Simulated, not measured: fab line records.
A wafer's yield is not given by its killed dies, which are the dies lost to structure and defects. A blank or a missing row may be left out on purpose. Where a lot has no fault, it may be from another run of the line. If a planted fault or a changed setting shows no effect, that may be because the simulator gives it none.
Comparing a struck lot with a sound one ; flow nand_harc ; 15 out of 1302 route steps
Sound: these wafers, L409.4, L409.5, L409.6. Wafers struck: L422.1, L422.2, L422.6. The cause is given at the end.
For every step that has rows: the tool of each side, followed by ch and its chambers, followed by its first start. Under that, the readings that differ: sound wafers ; struck wafers ; difference of the means ; sigmas: that difference in standard deviations of wafers without a fault.
alike: readings with means less than 2 such deviations apart, plus words and numbers identical on both sides. not compared: withheld readings, readings lacking a value on some wafer, bounds such as >300 that could conceal the same value, and numbers that have no deviation in the record and whose values overlap.
A row with sigmas, a row that says differs or no value, or rows on one side alone: a step with any of these is where the two part. Numbers that have no deviation but don't overlap get no sigmas and don't part them. Lack of a reading on every wafer of one side parts them only where that side has two or more wafers.

first, 5 steps without rows for these wafers: NHARC_A_BONDPAD_SOFTBAKE_04 (time 70 s); NHARC_A_BONDPAD_EBR_05; NHARC_A_BONDPAD_EXPOSE_06 (exposes mask A BPAD); NHARC_A_BONDPAD_PEB_07 (peb time 80 s); NHARC_A_BONDPAD_DEVELOP_08 (time 50 s).
NHARC_A_BONDPAD_CD_MEAS_09: the cd target is 500 nm.
  sound on cd_sem-03 ch 0, day 22 07:04; struck on cd_sem-01 ch 0, day 27 18:41
  alike: cd_nm
NHARC_A_BONDPAD_OVL_MEAS_35:
  sound on overlay-01, day 22 07:09; struck on overlay-02, day 27 18:47
  alike: overlay_x_nm, overlay_y_nm
then, 1 step without rows for these wafers: NHARC_A_BONDPAD_HARDBAKE_10 (time 65 s).
NHARC_A_BONDPAD_DESCUM_11: chemistry O2, time 3 s.
  sound on rie_diel-02 ch 0,1,3, day 22 07:18; struck on rie_diel-07 ch 0,1,3, day 27 18:55
  alike: drypump_motor_current_A, o2_flow_sccm, oes_product_au, rf_vpp_V, showerhead_plenum_p_Torr, throttle_valve_pct
  not compared: rf_hours_counter_h
NHARC_A_BONDPAD_ETCH_34: etches the open film in N2/H2, target depth 60 nm, overetch 18 nm, time 65.91 s.
  sound on rie_diel-02 ch 0,1,3, day 22 07:23; struck on rie_diel-07 ch 1,2,3, day 27 19:00
  alike: drypump_motor_current_A, oes_product_au, rf_vpp_V, showerhead_plenum_p_Torr, throttle_valve_pct
  not compared: rf_hours_counter_h
NHARC_A_BONDPAD_ETCH_12: etches the open film in CHF3/O2, target depth 220 nm, time 110 s.
  sound on rie_diel-02 ch 0,1,3; struck on rie_diel-07 ch 1,3
  alike: drypump_motor_current_A, o2_flow_sccm, oes_product_au, rf_vpp_V, showerhead_plenum_p_Torr, throttle_valve_pct
  not compared: rf_hours_counter_h
NHARC_A_BONDPAD_CD_MEAS_13:
  sound on cd_sem-02, day 22 07:38; struck on cd_sem-01, day 27 19:13
  alike: cd_nm
NHARC_A_BONDPAD_STRIP_15: strips in O2.
  sound on rie_diel-07 ch 0,2,3, day 22 07:44; struck on rie_diel-07 ch 0,1,3, day 27 19:19
reading;sound;struck;difference;sigmas
chamber_pressure_mTorr (mTorr);60.00 59.99 60.08;31.66 31.83 31.59;-28.33;-99 or more
throttle_valve_pct (%);17.048 17.044 17.049;17.018 17.018 17.042;-0.021;-2
  alike: drypump_motor_current_A, o2_flow_sccm, oes_product_au, rf_vpp_V, showerhead_plenum_p_Torr
  not compared: rf_hours_counter_h
NHARC_A_BONDPAD_ETCH_24: etches the open film in CF4/N2, target depth 30 nm, time 72.99 s.
  sound on rie_diel-07 ch 0,3; struck on rie_diel-07 ch 0,2,3
  alike: drypump_motor_current_A, oes_product_au, rf_vpp_V, showerhead_plenum_p_Torr, throttle_valve_pct
  not compared: rf_hours_counter_h
-- jump in the record: it breaks off in module A_BONDPAD and resumes in module END (first step shown: number 1302 of the route), and 5 days separate the struck wafers' starts before and after --
NHARC_END_SORT_01:
  sound on prober-01 ch 0, day 23 13:40; struck on prober-02 ch 0, day 32 09:20
  alike: defect_limited_yield, killed_at_array, killed_at_other, killed_at_periphery, killed_dies, killed_open, killed_short, sort_bin_2_pct, sort_bin_3_pct, sort_bin_4_pct, sort_n_pass, sort_rim_yield_pct, sort_yield_pct

== WHERE THEY PART ==
Within this record, at NHARC_A_BONDPAD_STRIP_15 only. Later steps at which nothing parts them and some readings are alike: NHARC_A_BONDPAD_ETCH_24, NHARC_END_SORT_01.

WHY: what had been put in by the simulator
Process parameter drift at NHARC_A_BONDPAD_STRIP_15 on rie_diel-07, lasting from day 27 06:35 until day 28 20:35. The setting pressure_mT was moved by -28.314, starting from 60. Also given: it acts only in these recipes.
